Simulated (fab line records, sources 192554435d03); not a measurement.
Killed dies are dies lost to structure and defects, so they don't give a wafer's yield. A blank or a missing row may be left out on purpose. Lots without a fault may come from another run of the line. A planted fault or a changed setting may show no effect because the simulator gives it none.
Which tool did it? | flow n5_finfet | 12 lots, 36 wafers sampled, at 2 steps of a route of 1938

WHAT THE GAUGES READ, wafer by wafer
N5_BEOL_M6_RS_MEAS_57: measures by four-point-probe.
lot  | measured     | on            | M6_RS (ohm/sq)
L074 | day 9 01:11  | film_metro-01 | 0.285 0.281 0.289
L078 | day 9 19:52  | film_metro-02 | 0.276 0.273 0.276
L076 | day 9 22:19  | film_metro-01 | 0.287 0.267 0.274
L080 | day 10 05:17 | film_metro-01 | 0.265 0.271 0.273
L083 | day 10 22:58 | film_metro-02 | 0.281 0.287 0.294
L085 | day 11 16:23 | film_metro-02 | 0.283 0.288 0.297
L086 | day 12 05:08 | film_metro-02 | 0.287 0.286 0.284
L089 | day 12 10:20 | film_metro-02 | 0.281 0.279 0.279
L091 | day 12 20:50 | film_metro-02 | 0.297 0.294 0.291
L092 | day 13 14:10 | film_metro-02 | 0.282 0.292 0.293
L095 | day 14 02:46 | film_metro-02 | 0.287 0.287 0.286
L097 | day 14 08:21 | film_metro-01 | 0.280 0.277 0.286

WHICH TOOL RAN EACH LOT (tool, then ch and the chambers of the sampled wafers, then the start)
lot  | N5_BEOL_M6_CMP_52
L074 | cmp-01 ch 0,1,3, day 9 00:46
L078 | cmp-04 ch 0,2, day 9 19:26
L076 | cmp-04 ch 0,2,3, day 9 21:55
L080 | cmp-01 ch 0,1,3, day 10 04:56
L083 | cmp-02 ch 1,2, day 10 22:32
L085 | cmp-01 ch 0,3, day 11 15:58
L086 | cmp-04 ch 0,1,3, day 12 04:43
L089 | cmp-04 ch 1,2,3, day 12 09:59
L091 | cmp-01 ch 0,2,3, day 12 20:24
L092 | cmp-04 ch 1,2,3, day 13 13:46
L095 | cmp-01 ch 0,1,2, day 14 02:22
L097 | cmp-01 ch 0,2,3, day 14 08:00
- N5_BEOL_M6_CMP_52: polishes, stops on SiCOH lowk, t overpolish 6.9 s, target thk 80 nm.

THE ANSWER, worked out from the rows above alone
Rule: what is usual is taken from the lots themselves. Put in order of their means at a reading, lots are off if they are a third of the lots or fewer, leave a main group of 4 or more, and stand apart from it by a gap of 3 or more times the standard deviation of the main group's means; of several such gaps the widest counts. A main group whose means are all the same, to the digits that the tables above print for the reading, isn't used. A lot without any number at a reading at which 4 lots or more have one is off too. The other lots that the step has rows for count as sound.
No lot is off at any reading shown: from this, nothing can be told.

WHAT THE SIMULATOR HAD PUT IN
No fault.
